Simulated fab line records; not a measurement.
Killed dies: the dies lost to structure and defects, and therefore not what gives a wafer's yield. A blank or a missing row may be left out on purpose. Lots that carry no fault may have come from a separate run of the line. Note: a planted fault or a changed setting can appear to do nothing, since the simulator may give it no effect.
Struck lot and sound lot, side by side ; flow nandHarc ; 17 steps out of a route of 1302
Sound: the wafers L817.1, L817.2, L817.3. Wafers struck: L811.2, L811.3, L811.4. At the end, the cause is stated.
Order at every step that has rows: each side's tool, ch and its chambers, its first start. Under that, the readings that differ: sound wafers ; struck wafers ; difference of the means ; sigmas: that difference in standard deviations of wafers without a fault.
alike: readings with means less than 2 such deviations apart, plus words and numbers identical on both sides. not compared: withheld readings, readings lacking a value on some wafer, bounds such as >300 that could conceal the same value, and numbers that have no deviation in the record and whose values overlap.
The two part at a step that has a row with sigmas, a row that says differs or no value, or rows on one side only. When numbers do not overlap yet have no deviation, they are printed without sigmas and do not part them. A reading that every wafer of one side lacks parts them only if that side has two wafers or more.

first, 2 steps without rows for these wafers: NHARC_A_BONDPAD_HARDBAKE_10 (time 65 s); NHARC_A_BONDPAD_DESCUM_11 (chemistry O2, time 3 s).
NHARC_A_BONDPAD_ETCH_34: etches the open film in N2/H2, target depth 60 nm, overetch 18 nm, time 65.91 s.
  sound on rieDiel-09 ch 0,1,3, day 28 16:22; struck on rieDiel-13 ch 1,2,3, day 26 09:05
  alike: drypumpMotorCurrentA, mfcArSccm, oesProductAu, rfVppV, showerheadPlenumPTorr, throttleValvePct
  not compared: rfHoursCounterH
NHARC_A_BONDPAD_ETCH_12: etches the open film in CHF3/O2, target depth 220 nm, time 110 s.
  sound: rieDiel-09 ch 0,1,3; struck: rieDiel-13 ch 1,2
  alike: drypumpMotorCurrentA, mfcArSccm, o2FlowSccm, oesProductAu, rfVppV, showerheadPlenumPTorr, throttleValvePct
  not compared: rfHoursCounterH
NHARC_A_BONDPAD_CD_MEAS_13:
  sound on cdSem-01, day 28 16:35; struck on cdSem-02, day 26 09:21
  alike: cdNm
NHARC_A_BONDPAD_STRIP_15: strips in O2.
  sound on rieDiel-13 ch 0,1,3, day 28 16:40; struck on rieDiel-09 ch 0,2,3, day 26 09:26
reading;sound;struck;difference;sigmas
rfHoursCounterH (h);24 13 23;3 2 3;-17;
  alike: drypumpMotorCurrentA, mfcArSccm, o2FlowSccm, oesProductAu, rfVppV, showerheadPlenumPTorr, throttleValvePct
NHARC_A_BONDPAD_ETCH_24: etches the open film in CF4/N2, target depth 30 nm, time 72.99 s.
  sound: rieDiel-13 ch 0,1,3; struck: rieDiel-09 ch 0,1,3
reading;sound;struck;difference;sigmas
rfHoursCounterH (h);24 13 23;2 3 3;-17;
  alike: drypumpMotorCurrentA, mfcArSccm, oesProductAu, rfVppV, showerheadPlenumPTorr, throttleValvePct
then, 5 steps without rows for these wafers: NHARC_A_BONDPAD_STRIP_16 (strips in post etch residue remover, time 600 s); NHARC_A_BONDPAD_DEGAS_25 (time 60 s); NHARC_A_BONDPAD_PRE_CLEAN_26 (time 30 s); NHARC_A_BONDPAD_PVD_17 (deposits TaN, target thk 5 nm, time 8.06 s); NHARC_A_BONDPAD_PVD_27 (deposits Cu, target thk 30 nm, time 20.49 s).
NHARC_A_BONDPAD_ECD_18: material Cu, target thk 400 nm.
  sound on ecdCu-02 ch 0,1, day 28 17:34; struck on ecdCu-02 ch 0,1, day 26 10:23
  no value came back on the struck wafers for bathHeatDutyPct (%), bathTempC (C); on the sound wafers bathHeatDutyPct (%) reads 6.8 7.3 7.0
NHARC_A_BONDPAD_ANNEAL_28: time 90 s.
  sound on rtpAnneal-01 ch 0, day 28 17:56; struck on rtpAnneal-02 ch 0, day 26 10:46
  alike: wafer_temp_C_max
then, 1 step without rows for these wafers: NHARC_A_BONDPAD_CMP_19 (polishes, t overpolish 30 s, cu recess touch 16 s, target thk 169.82 nm).
NHARC_A_BONDPAD_THK_MEAS_20: measures by xrf.
  sound on filmMetro-01, day 28 18:36; struck on filmMetro-02, day 26 11:34
reading;sound;struck;difference;sigmas
thkNm (nm);168.7 167.4 168.9;29.3 29.8 29.2;-138.9;-87
  not compared: hold
then, 1 step without rows for these wafers: NHARC_END_SORT_01.

WHERE THEY PART
At NHARC_A_BONDPAD_ECD_18 first; at NHARC_A_BONDPAD_THK_MEAS_20 last (within this record only).

WHY: what had been put in by the simulator
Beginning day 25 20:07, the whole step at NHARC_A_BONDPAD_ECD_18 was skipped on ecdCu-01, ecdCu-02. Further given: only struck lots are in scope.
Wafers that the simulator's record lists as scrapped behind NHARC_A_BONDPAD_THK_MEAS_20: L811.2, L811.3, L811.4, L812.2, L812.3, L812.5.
